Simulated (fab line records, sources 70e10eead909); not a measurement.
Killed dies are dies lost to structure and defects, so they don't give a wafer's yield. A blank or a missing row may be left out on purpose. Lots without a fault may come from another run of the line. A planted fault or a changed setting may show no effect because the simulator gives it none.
A struck lot beside a sound one | flow nand_harc | 14 steps out of a route of 1302
Sound: wafers L372.1, L372.3, L372.4. Struck: wafers L376.1, L376.3, L376.6. The cause comes at the end.
At each step with rows: each side's tool, then ch and its chambers, then its first start. Under that, the readings that differ: sound wafers | struck wafers | difference of the means | sigmas: that difference in standard deviations of wafers without a fault.
alike: readings whose means differ by less than 2 such deviations, and words and numbers that are the same on both sides. not compared: withheld readings, readings that some wafer has no value for, bounds like >300 that may hide the same value, and numbers for which the record gives no deviation and whose values overlap.
The two part at a step that has a row with sigmas, a row that says differs or no value, or rows on one side only. Numbers that don't overlap but have no deviation are shown without sigmas and don't part them. A reading that every wafer of one side lacks parts them only if that side has two wafers or more.

NHARC_A_CHANNEL_FILL_D2_ALD_15: deposits SiNx, target thk 2 nm, pulse time 60 s, ald cycles 19.
  sound on ald_sin_batch-02 ch 0; struck on ald_sin_batch-02 ch 0
  alike: ald_cycles, chamber_pressure_Torr, precursor_pulse_height_rel
then, 3 steps without rows for these wafers: NHARC_A_CHANNEL_FILL_D2_ALD_16 (deposits SiO2, target thk 1.5 nm, pulse time 10 s, ald cycles 15); NHARC_A_CHANNEL_FILL_D2_ANNEAL_17 (time 1800 s); NHARC_A_CHANNEL_FILL_D2_CVD_18 (deposits poly-Si, target thk 3 nm).
NHARC_A_CHANNEL_FILL_D2_ETCHBACK_19: etches the open film in HBr/Cl2, target depth 5 nm, time 1.7 s.
  sound on rie_si-04 ch 0,1,3, day 20 10:52; struck on rie_si-04 ch 0,2,3, day 20 23:08
  alike: drypump_motor_current_A, oes_product_au, rf_fwd_power_W, throttle_valve_pct
  not compared: rf_hours_counter_h
NHARC_A_CHANNEL_FILL_D2_ETCHBACK_20: etches the open film in C4F8/O2/Ar, target depth 27 nm, time 13.5 s.
  sound on rie_diel-12 ch 0,1,3, day 20 11:00; struck on rie_diel-02 ch 1,2, day 20 23:17
  alike: oes_product_au, rf_fwd_power_W, rf_vpp_V
  not compared: rf_hours_counter_h
NHARC_A_CHANNEL_FILL_D2_STRIP_28: strips in O2, time 20 s.
  sound on rie_diel-12 ch 0,2,3, day 20 11:05; struck on rie_diel-02 ch 1,2, day 20 23:23
  alike: drypump_motor_current_A, mfc_ar_sccm, oes_product_au, rf_vpp_V, showerhead_plenum_p_Torr, throttle_valve_pct
  not compared: rf_hours_counter_h
then, 4 steps without rows for these wafers: NHARC_A_CHANNEL_FILL_D2_PRECLEAN_21 (cleans in dHF, time 30 s); NHARC_A_CHANNEL_FILL_D2_SRD_23; NHARC_A_CHANNEL_FILL_D2_CVD_05 (deposits poly-Si, target thk 5 nm); NHARC_A_CHANNEL_FILL_D2_ANNEAL_22 (time 7200 s).
NHARC_A_CHANNEL_FILL_D2_ALD_25: deposits SiOx, target thk 60 nm, pulse time 10 s, ald cycles 600.
  sound on ald_hk-02 ch 0,1,2, day 20 22:46; struck on ald_hk-03 ch 2,3, day 21 11:12
  reading    | sound       | struck      | difference | sigmas
  ald_cycles | 600 600 600 | 558 558 558 | -42        |
  alike: heater_power_w, precursor_pulse_height_rel
NHARC_A_CHANNEL_FILL_D2_ETCHBACK_08: etches the open film in C4F8, target depth 220 nm, time 110 s.
  sound on rie_diel-02 ch 0,2; struck on rie_diel-12 ch 0,1,3
  alike: oes_product_au, rf_fwd_power_W, rf_vpp_V
  not compared: rf_hours_counter_h
NHARC_END_SORT_01:
  the record has rows for the sound wafers here (prober-02 ch 0, day 29 19:58) and none for the struck ones

WHERE THEY PART
Only at NHARC_END_SORT_01, within this record.

WHY: what the simulator had put in
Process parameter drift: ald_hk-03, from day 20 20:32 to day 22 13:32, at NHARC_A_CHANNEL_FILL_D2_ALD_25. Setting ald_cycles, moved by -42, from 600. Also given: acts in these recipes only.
